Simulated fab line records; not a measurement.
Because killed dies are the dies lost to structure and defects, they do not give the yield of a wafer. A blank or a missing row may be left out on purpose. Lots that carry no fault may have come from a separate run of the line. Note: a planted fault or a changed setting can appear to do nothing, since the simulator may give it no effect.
fab line records -- flow n5Finfet
record: lots: 9, wafers: 27, lastDay: 18
route steps=1938 shown BEOL_M3@1009 BEOL_M4@1021 PASSIVATION@1936
lots untouched by any fault: they come from a run of this same line in which no faults occurred
startH: hours from the record's first day to the start of the lot's first wafer shown -- waitH: hours elapsed since this lot's preceding step -- " as in the row above -- L1.1+2: several wafers, shown together as one row -- - value missing, or start not given -- * or withheld: withheld -- < > ~ a bound
route shown NAME@n: a module of which the file shows steps, and the number in the route of the first -- usual: mean/standard deviation of fault-free wafers -- same: alike in all rows -- chamber/n: place in a boat -- sites: per-site readings -- _std_site: standard deviation of those values -- _edge_site: mean of outer sites minus mean of inner sites -- radiusMm: how far each site lies from the wafer's centre -- mask NAME#n: copy n -- behind: the last tool/chamber to shape the wafer -- hold: the reason the lot was held/the length of the hold in hours/how it ended -- device: names the non-switching transistor (n, p or np) -- end of line: the tests these same wafers got at the end of their route -- step lacking rows: just its recipe -- killed: dies lost to structure and defects at the first sort, not the wafer's yield -- map: the dies of a wafer, with x for killed, . for not killed, _ for no die there
set.NAME: the setting as run; set.NAME@STEP: as run at that earlier step -- model.NAME: the simulator's own value behind a step, which no gauge read
route steps across a sampled set of lots; one table per step, one row per wafer
services: when a tool's chamber went out of use (startH, in hours from the record's first day, below 0 if earlier), for how many hours, and the reason
== steps ==
step: N5_BEOL_M3_ANNEAL_95
recipe: tempC: 400, timeS: 240, ambient: vacuum
usual: heaterPowerW: 834/100
lot.wafer,tool,chamber,startH,waitH,heaterPowerW
L123.1,pvdSputter-03,-,160.06,0.0,840
L123.2,pvdSputter-03,-,160.06,0.0,918
L123.3,pvdSputter-03,-,160.06,0.0,904
L124.3,pvdSputter-01,-,169.43,0.0,614
L124.4,pvdSputter-01,-,169.43,0.0,959
L124.6,pvdSputter-01,-,169.43,0.0,940
L126.4,pvdSputter-03,-,193.95,0.0,913
L126.5,pvdSputter-03,-,193.95,0.0,737
L126.6,pvdSputter-03,-,193.95,0.0,820
L132.1,pvdSputter-02,-,225.99,0.0,871
L132.3,pvdSputter-02,-,225.99,0.0,714
L132.6,pvdSputter-02,-,225.99,0.0,762
L135.2,pvdSputter-03,-,232.58,0.0,948
L135.3,pvdSputter-03,-,232.58,0.0,764
L135.6,pvdSputter-03,-,232.58,0.0,928
L138.1,pvdSputter-03,-,246.77,0.0,907
L138.2,pvdSputter-03,-,246.77,0.0,826
L138.6,pvdSputter-03,-,246.77,0.0,913
L140.3,pvdSputter-03,-,266.36,0.0,858
L140.4,pvdSputter-03,-,266.36,0.0,925
L140.6,pvdSputter-03,-,266.36,0.0,733
L143.2,pvdSputter-03,-,285.01,0.0,904
L143.5,pvdSputter-03,-,285.01,0.0,746
L143.6,pvdSputter-03,-,285.01,0.0,839
L145.1,pvdSputter-01,-,302.98,0.0,878
L145.2,pvdSputter-01,-,302.98,0.0,930
L145.4,pvdSputter-01,-,302.98,0.0,870
step: N5_BEOL_M3_CMP_52
recipe: stopOn: SiOC, tOverpolishS: 6.8, downForcePsi: 1, platenRpm: 50, clearingPlatenDownForcePsi: 1.5, clearingPlatenRpm: 50, postCmpClean: cuAlkaline, targetThkNm: 40, clearingPlatenPadVelocityMS: 0.99484, padVelocityMS: 0.99484
usual: barrierFieldEndpointS: 24.6/0.53, motorCurrentA: 5.8/0.66, overpolishRunS: 6.800/0.0099, timeToEndpointS: 62.3/2.5
lot.wafer,tool,chamber,startH,waitH,barrierFieldEndpointS,motorCurrentA,overpolishRunS,timeToEndpointS
L123.3,cmp-01,0,163.16,0.2,24.6,6.3,6.801,61.0
L123.1,cmp-01,1,163.16,0.2,24.1,5.1,6.784,60.0
L123.2,cmp-01,3,163.16,0.2,24.6,5.2,6.792,62.9
L124.3,cmp-01,0,170.07,0.2,24.4,6.0,6.800,66.3
L124.4,cmp-01,1,170.07,0.2,24.8,5.2,6.815,66.1
L124.6,cmp-01,1,170.07,0.2,24.4,5.4,6.799,63.0
L126.4,cmp-03,0,194.70,0.2,25.3,6.6,6.807,63.4
L126.6,cmp-03,1,194.70,0.2,26.5,5.5,6.808,65.3
L126.5,cmp-03,2,194.70,0.2,25.5,6.5,6.801,64.7
L132.3,cmp-02,3,226.63,0.2,24.2,6.3,6.807,63.5
L132.1,cmp-02,0,226.63,0.2,24.3,5.4,6.799,65.9
L132.6,cmp-02,3,226.63,0.2,24.9,5.9,6.802,63.4
L135.2,cmp-02,1,233.21,0.2,24.8,5.6,6.798,61.6
L135.3,cmp-02,0,233.21,0.2,24.5,5.3,6.808,65.4
L135.6,cmp-02,2,233.21,0.2,25.1,5.5,6.793,62.3
L138.2,cmp-01,2,247.44,0.2,24.8,5.3,6.792,65.0
L138.1,cmp-01,3,247.44,0.2,25.3,5.4,6.798,62.5
L138.6,cmp-01,2,247.44,0.2,25.6,5.6,6.809,64.0
L140.4,cmp-01,2,267.07,0.2,25.1,5.5,6.796,61.8
L140.3,cmp-01,3,267.07,0.2,24.9,5.3,6.811,61.7
L140.6,cmp-01,1,267.07,0.2,25.8,5.4,6.801,62.6
L143.2,cmp-02,2,285.87,0.3,24.6,5.7,6.824,60.9
L143.5,cmp-02,1,285.87,0.3,25.2,5.4,6.822,63.1
L143.6,cmp-02,2,285.87,0.3,24.9,5.4,6.802,62.1
L145.2,cmp-01,3,303.61,0.2,24.6,5.4,6.792,63.1
L145.4,cmp-01,0,303.61,0.2,25.3,6.1,6.803,63.2
L145.1,cmp-01,1,303.61,0.2,25.3,5.1,6.804,64.1
step: N5_BEOL_M3_INSPECT_59
recipe: inspectInstrument: darkfield, mode: postDep
usual: rawDefectCount: 77/28
lot.wafer,tool,chamber,startH,waitH,rawDefectCount
L123.1,defectInspect-01,-,163.74,0.0,87
L123.2,defectInspect-01,-,163.74,0.0,97
L123.3,defectInspect-01,-,163.74,0.0,98
L124.3,defectInspect-01,-,170.65,0.0,98
L124.4,defectInspect-01,-,170.65,0.0,91
L124.6,defectInspect-01,-,170.65,0.0,77
L126.4,defectInspect-02,-,195.17,0.0,67
L126.5,defectInspect-02,-,195.17,0.0,67
L126.6,defectInspect-02,-,195.17,0.0,48
L132.1,defectInspect-02,-,227.21,0.0,60
L132.3,defectInspect-02,-,227.21,0.0,57
L132.6,defectInspect-02,-,227.21,0.0,56
L135.2,defectInspect-01,-,233.79,0.0,131
L135.3,defectInspect-01,-,233.79,0.0,64
L135.6,defectInspect-01,-,233.79,0.0,73
L138.1,defectInspect-02,-,247.98,0.0,57
L138.2,defectInspect-02,-,247.98,0.0,69
L138.6,defectInspect-02,-,247.98,0.0,68
L140.3,defectInspect-01,-,267.57,0.0,53
L140.4,defectInspect-01,-,267.57,0.0,44
L140.6,defectInspect-01,-,267.57,0.0,48
L143.2,defectInspect-01,-,286.44,0.0,80
L143.5,defectInspect-01,-,286.44,0.0,54
L143.6,defectInspect-01,-,286.44,0.0,36
L145.1,defectInspect-01,-,304.25,0.0,83
L145.2,defectInspect-01,-,304.25,0.0,59
L145.4,defectInspect-01,-,304.25,0.0,57
step: N5_BEOL_M4_ILD_DEP_00
recipe: material: SiOC, targetThkA: 790, tempC: 350, precursor: DEMS/O2, pressureTorr: 5, rfW: 500, timeS: 15.3
usual: heaterPowerW: 484/61, rfFwdPowerW: 493.6/2.4, showerheadPlenumPTorr: 5.696/0.014, showerheadVppV: 1416/48, throttleValvePct: 11.8/0.71
lot.wafer,tool,chamber,startH,waitH,heaterPowerW,rfFwdPowerW,showerheadPlenumPTorr,showerheadVppV,throttleValvePct
L123.1,pecvd-01,0,163.77,0.0,557,495.4,5.691,1400,12.7
L123.2,pecvd-01,1,163.77,0.0,477,495.2,5.692,1391,11.7
L123.3,pecvd-01,2,163.77,0.0,461,488.4,5.692,1415,11.5
L124.3,pecvd-01,1,170.68,0.0,448,498.4,5.669,1402,11.6
L124.4,pecvd-01,0,170.68,0.0,558,497.4,5.691,1374,13.0
L124.6,pecvd-01,1,170.68,0.0,441,497.6,5.666,1380,11.7
L126.4,pecvd-01,2,195.22,0.1,467,492.7,5.692,1419,11.5
L126.5,pecvd-01,0,195.22,0.1,485,493.6,5.688,1412,12.8
L126.6,pecvd-01,1,195.22,0.1,453,496.5,5.668,1405,11.5
L132.1,pecvd-01,0,227.25,0.0,509,-,5.702,1381,12.9
L132.3,pecvd-01,1,227.25,0.0,374,-,5.664,1428,11.8
L132.6,pecvd-01,2,227.25,0.0,494,-,5.716,1439,11.5
L135.2,pecvd-01,0,233.83,0.0,553,-,5.694,1371,13.0
L135.3,pecvd-01,1,233.83,0.0,403,-,5.681,1382,11.6
L135.6,pecvd-01,1,233.83,0.0,408,-,5.685,1429,11.8
L138.1,pecvd-04,2,248.02,0.0,580,494.6,5.701,1387,11.1
L138.2,pecvd-04,0,248.02,0.0,570,493.4,5.713,1354,13.0
L138.6,pecvd-04,0,248.02,0.0,557,493.5,5.685,1348,13.3
L140.3,pecvd-03,0,267.61,0.0,440,488.1,5.707,1390,11.5
L140.4,pecvd-03,2,267.61,0.0,447,489.9,5.692,1510,11.0
L140.6,pecvd-03,1,267.61,0.0,475,494.8,5.713,1453,11.8
L143.2,pecvd-04,2,286.48,0.0,538,491.5,5.700,1451,11.2
L143.5,pecvd-04,0,286.48,0.0,520,493.3,5.685,1354,13.2
L143.6,pecvd-04,1,286.48,0.0,365,492.2,5.707,1454,11.4
L145.1,pecvd-04,1,304.28,0.0,409,492.9,5.702,1463,11.6
L145.2,pecvd-04,0,304.28,0.0,561,494.4,5.683,1356,13.0
L145.4,pecvd-04,0,304.28,0.0,575,495.3,5.706,1323,13.1
step: N5_BEOL_M4_THK_MEAS_01
recipe: reads: SiOC_of_BEOL_M4_ILD_DEP_00
usual: M4_ILD_THK: 79.0/0.89
lot.wafer,tool,chamber,startH,waitH,M4_ILD_THK[nm]
L123.1,filmMetro-02,-,163.84,0.0,78.9
L123.2,filmMetro-02,-,163.84,0.0,80.0
L123.3,filmMetro-02,-,163.84,0.0,79.5
L124.3,filmMetro-01,-,170.75,0.1,79.7
L124.4,filmMetro-01,-,170.75,0.1,79.7
L124.6,filmMetro-01,-,170.75,0.1,80.6
L126.4,filmMetro-02,-,195.27,0.0,79.1
L126.5,filmMetro-02,-,195.27,0.0,78.9
L126.6,filmMetro-02,-,195.27,0.0,80.5
L132.1,filmMetro-02,-,227.31,0.1,56.2
L132.3,filmMetro-02,-,227.31,0.1,56.4
L132.6,filmMetro-02,-,227.31,0.1,56.6
L135.2,filmMetro-02,-,233.90,0.1,56.0
L135.3,filmMetro-02,-,233.90,0.1,55.7
L135.6,filmMetro-02,-,233.90,0.1,57.2
L138.1,filmMetro-01,-,248.09,0.0,77.9
L138.2,filmMetro-01,-,248.09,0.0,77.4
L138.6,filmMetro-01,-,248.09,0.0,78.7
L140.3,filmMetro-01,-,267.68,0.1,78.5
L140.4,filmMetro-01,-,267.68,0.1,80.2
L140.6,filmMetro-01,-,267.68,0.1,79.2
L143.2,filmMetro-02,-,286.54,0.1,78.7
L143.5,filmMetro-02,-,286.54,0.1,80.4
L143.6,filmMetro-02,-,286.54,0.1,79.4
L145.1,filmMetro-02,-,304.35,0.0,80.5
L145.2,filmMetro-02,-,304.35,0.0,79.6
L145.4,filmMetro-02,-,304.35,0.0,80.6
step: N5_BEOL_M4_RC_MEAS_101
usual: DIBL_N: 36.5/1.4, DIBL_P: 36.5/1.6, IOFF_N: 0.163/0.022, IOFF_P: 0.219/0.029, ION_N: 675/8.3, ION_P: 464/6.2, SS_N: 71.5/0.52, SS_P: 73.4/0.57, VT_N: 249.7/2.6, VT_P: -250/3
lot.wafer,tool,chamber,startH,waitH,DIBL_N[mV/V],DIBL_P[mV/V],IOFF_N[nA/um],IOFF_P[nA/um],ION_N[uA/um],ION_P[uA/um],SS_N[mV/dec],SS_P[mV/dec],VT_N[mV],VT_P[mV]
L123.1,prober-01,0,171.17,0.0,38.3,37.0,0.170,0.252,673,472,71.9,73.3,252.2,-249
L123.2,prober-01,0,171.17,0.0,36.7,34.9,0.139,0.215,661,462,71.2,73.9,254.3,-248
L123.3,prober-01,0,171.17,0.0,36.8,34.5,0.136,0.199,669,468,70.9,73.2,253.8,-249
L124.3,prober-01,0,183.48,0.3,37.4,38.1,0.189,0.216,673,455,72.7,73.7,247.7,-251
L124.4,prober-01,0,183.48,0.3,34.2,34.8,0.134,0.174,666,453,71.4,73.3,251.4,-255
L124.6,prober-01,0,183.48,0.3,36.5,38.0,0.174,0.213,676,461,72.3,73.4,250.6,-251
L126.4,prober-02,0,211.63,0.5,38.0,38.5,0.187,0.234,682,462,72.1,74.0,247.6,-249
L126.5,prober-02,0,211.63,0.5,37.2,37.4,0.190,0.208,691,466,72.5,72.4,245.4,-251
L126.6,prober-02,0,211.63,0.5,37.7,38.7,0.194,0.236,687,461,72.0,73.9,246.8,-251
L132.1,prober-02,0,237.77,0.0,37.1,37.8,0.162,0.220,679,462,72.3,73.8,251.9,-250
L132.3,prober-02,0,237.77,0.0,37.1,37.8,0.166,0.226,674,471,71.2,73.8,248.4,-250
L132.6,prober-02,0,237.77,0.0,36.8,37.4,0.162,0.211,685,466,71.0,73.7,249.9,-251
L135.2,prober-01,0,246.60,0.2,34.8,35.5,0.147,0.234,664,466,71.8,73.1,249.3,-247
L135.3,prober-01,0,246.60,0.2,35.3,36.7,0.165,0.258,683,474,72.0,73.3,247.6,-245
L135.6,prober-01,0,246.60,0.2,36.8,38.5,0.186,0.295,668,473,73.2,73.8,245.2,-242
L138.1,prober-02,0,262.20,0.0,35.7,36.0,0.149,0.210,663,454,70.7,72.8,249.4,-250
L138.2,prober-02,0,262.20,0.0,33.7,32.7,0.110,0.162,665,457,70.4,72.7,255.0,-256
L138.6,prober-02,0,262.20,0.0,35.3,35.5,0.152,0.212,682,468,71.2,73.4,249.5,-247
L140.3,prober-01,0,283.00,0.3,37.9,38.8,0.177,0.227,684,464,71.6,73.8,247.7,-250
L140.4,prober-01,0,283.00,0.3,38.4,39.5,0.187,0.243,682,465,71.8,74.3,247.3,-249
L140.6,prober-01,0,283.00,0.3,39.1,39.8,0.197,0.247,685,468,71.8,74.1,247.4,-246
L143.2,prober-01,0,298.36,0.2,35.9,37.2,0.158,0.203,675,467,71.4,73.2,251.6,-253
L143.5,prober-01,0,298.36,0.2,34.6,35.2,0.136,0.166,668,458,70.9,73.3,251.9,-258
L143.6,prober-01,0,298.36,0.2,36.0,37.6,0.166,0.203,682,463,71.8,73.5,249.8,-252
L145.1,prober-02,0,316.72,0.0,36.6,35.7,0.149,0.218,661,460,71.8,73.4,251.6,-250
L145.2,prober-02,0,316.72,0.0,37.2,36.7,0.164,0.243,665,458,72.8,73.9,250.0,-248
L145.4,prober-02,0,316.72,0.0,34.9,33.8,0.132,0.196,667,467,71.7,72.7,254.0,-251
step: N5_PASSIVATION_PROBE_49
usual: defectLimitedYield: 91.2/1.6, killed_at_M0_to_M3: 33/11, killed_at_M4_up: 15/6.2, killedAtContacts: 15/7.1, killedAtFrontEnd: 38/12, killedAtOther: 4/3.5, killedDies: 104/19, killedOnRim: 14/4, killedOpen: 69/14, killedShort: 34/8.5, sort_bin_5_function: 5.2/0.99, sort_bin_6_memory: 3.3/0.77, sortNPass: 1076/19, sortYieldPct: 91.2/1.6
same: grossDies: 1180, killedAtBackSide: 0, sort_bin_4_leakage[%]: 0, sort_bin_8_speed[%]: 0
lot.wafer,tool,chamber,startH,waitH,defectLimitedYield[%],killed_at_M0_to_M3,killed_at_M4_up,killedAtContacts,killedAtFrontEnd,killedAtOther,killedDies,killedOnRim,killedOpen,killedShort,sort_bin_5_function[%],sort_bin_6_memory[%],sortNPass,sortYieldPct[%]
L132.1,prober-02,-,343.01,0.0,80.5,33,158,6,33,0,230,87,66,18,4.2,2.6,950,80.5
L132.3,prober-02,-,343.11,0.1,78.9,31,169,12,36,1,249,88,59,29,4.2,3.0,931,78.9
L132.6,prober-02,-,343.26,0.3,80.0,25,177,3,30,1,236,87,52,25,3.3,3.1,944,80.0
L135.2,prober-01,-,347.73,0.1,79.7,20,173,9,30,7,239,90,37,40,4.2,2.3,941,79.7
L135.3,prober-01,-,347.78,0.1,79.1,25,181,10,28,3,247,96,54,19,4.2,2.1,933,79.1
L135.6,prober-01,-,347.93,0.3,77.5,15,188,14,42,6,265,98,55,31,4.7,2.5,915,77.5
L140.3,prober-01,-,383.34,0.1,92.4,19,17,9,39,6,90,8,47,42,5.3,2.0,1090,92.4
L140.4,prober-01,-,383.39,0.2,88.2,28,19,31,57,4,139,16,91,48,6.5,4.9,1041,88.2
L140.6,prober-01,-,383.49,0.3,89.2,38,19,18,47,5,127,23,91,36,6.2,4.2,1053,89.2
killed by level:class
L132.1 BEOL_M4:areaDep=145 BEOL_M3:geometricParticle:open=11 STI_FIN_REVEAL:geometricParticle:open=10 BEOL_M2:geometricParticle:open=8 GATE_CUT:geometricParticle:open=6 GATE_CUT:geometricParticle:short=6 BEOL_M1:geometricParticle:open=5 BEOL_M5:geometricParticle:open=5
L132.3 BEOL_M4:areaDep=161 MOL_CONTACT_COAG:geometricParticle:open=11 GATE_CUT:geometricParticle:open=11 GATE_CUT:geometricParticle:short=8 BEOL_M0:geometricParticle:open=6 BEOL_M0_SAQP:geometricParticle:open=5 STI_FIN_REVEAL:geometricParticle:open=4 BEOL_M0_SAQP:geometricParticle:short=4
L132.6 BEOL_M4:areaDep=158 BEOL_M0_SAQP:geometricParticle:open=8 BEOL_M4:geometricParticle:open=6 GATE_CUT:geometricParticle:short=5 BEOL_M3:geometricParticle:open=5 SPACER0:geometricParticle:short=4 GATE_CUT:geometricParticle:open=4 STARTING-WAFER:geometricParticle:open=4
L135.2 BEOL_M4:areaDep=159 MOL_CONTACT_COAG:geometricParticle:open=6 BEOL_M4:geometricParticle:short=6 STARTING-WAFER:geometricParticle:short=6 GATE_CUT:geometricParticle:short=5 BEOL_M2:geometricParticle:open=5 ILD0:geometricParticle:short=4 BEOL_M4:geometricParticle:open=4
L135.3 BEOL_M4:areaDep=172 STI_FIN_REVEAL:geometricParticle:open=8 MOL_CONTACT_COAG:geometricParticle:open=8 BEOL_M2:geometricParticle:open=8 STI_FIN_REVEAL:geometricParticle:short=5 FIN_SAQP:geometricParticle:open=4 BEOL_M0_SAQP:geometricParticle:open=4 BEOL_M1:geometricParticle:open=4
L135.6 BEOL_M4:areaDep=178 FIN_SAQP:geometricParticle:open=13 MOL_CONTACT_COAG:geometricParticle:open=12 FIN_SAQP:geometricParticle:short=8 GATE_CUT:geometricParticle:short=6 DUMMY_GATE:geometricParticle:open=5 BEOL_M2:geometricParticle:open=5 STI_FIN_REVEAL:geometricParticle:open=3
L140.3 FIN_SAQP:geometricParticle:short=13 FIN_SAQP:geometricParticle:open=9 BEOL_M4:geometricParticle:open=7 MOL_CONTACT_COAG:geometricParticle:open=5 GATE_CUT:geometricParticle:short=5 BEOL_M1:geometricParticle:open=5 STI_FIN_REVEAL:geometricParticle:open=4 MOL_CONTACT_COAG:geometricParticle:short=4
L140.4 MOL_CONTACT_COAG:geometricParticle:open=21 FIN_SAQP:geometricParticle:short=17 BEOL_M4:geometricParticle:open=14 FIN_SAQP:geometricParticle:open=13 STI_FIN_REVEAL:geometricParticle:open=13 MOL_CONTACT_COAG:geometricParticle:short=10 BEOL_M2:geometricParticle:open=6 BEOL_M3:geometricParticle:open=6
L140.6 BEOL_M4:geometricParticle:open=15 MOL_CONTACT_COAG:geometricParticle:open=14 BEOL_M1:geometricParticle:open=12 FIN_SAQP:geometricParticle:short=11 STI_FIN_REVEAL:geometricParticle:open=10 BEOL_M2:geometricParticle:open=9 FIN_SAQP:geometricParticle:open=8 MOL_CONTACT_COAG:geometricParticle:short=4
== services ==
tool,chamber,startH,hours,kind
pvdSputter-01,-,141.96,1.9,repair
cmp-03,-,145.48,0.9,repair
pecvd-01,2,153.56,4.9,repair
pecvd-01,1,155.27,2.1,scheduledDown
cmp-01,-,174.98,4.3,repair
cmp-02,-,183.81,2.2,repair
cmp-01,-,191.12,1.8,repair
pecvd-03,1,194.71,2.1,scheduledDown
cmp-01,-,227.10,0.9,repair
pecvd-03,0,229.88,2.1,scheduledDown
pecvd-01,2,244.65,5.5,scheduledDown
cmp-01,-,254.51,4.0,pm
pecvd-01,-,256.49,0.9,repair
cmp-01,-,258.51,-,consumableReplace:conditioner
cmp-01,-,258.51,-,consumableReplace:pad
cmp-02,-,260.23,0.3,repair
pecvd-01,0,266.89,2.1,scheduledDown
cmp-03,-,269.07,4.0,pm
cmp-02,-,279.17,4.0,pm
cmp-02,-,283.17,-,consumableReplace:conditioner
cmp-02,-,283.17,-,consumableReplace:pad
cmp-03,-,290.07,0.6,repair
cmp-01,-,294.07,9.1,pm
pecvd-04,0,295.56,5.0,scheduledDown
== key ==
firstSign: step: N5_BEOL_M4_THK_MEAS_01, reading: M4_ILD_THK, direction: down, sigmas: 26, usual: 79.0, struck: 56.3
effect: step: N5_PASSIVATION_PROBE_49, reading: killed_at_M4_up, direction: up, sigmas: 26, usual: 15, struck: 174
moreKillsBornAt: N5_BEOL_M4_ILD_DEP_00@pecvd-01: 973
metAt N5_BEOL_M4_ILD_DEP_00
struckLots L132,L135
notActingAt N5_BEOL_M3_ANNEAL_95,N5_BEOL_M3_CMP_52,N5_BEOL_M3_INSPECT_59
onsetBetween 195.22 227.25
fault: kind: processParameterDrift, tool: pecvd-01, chamber: -, onsetH: 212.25, steps: N5_BEOL_M4_ILD_DEP_00, channel: timeS, offset: *, shape: step, endH: 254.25, actsIn: *, stated: *
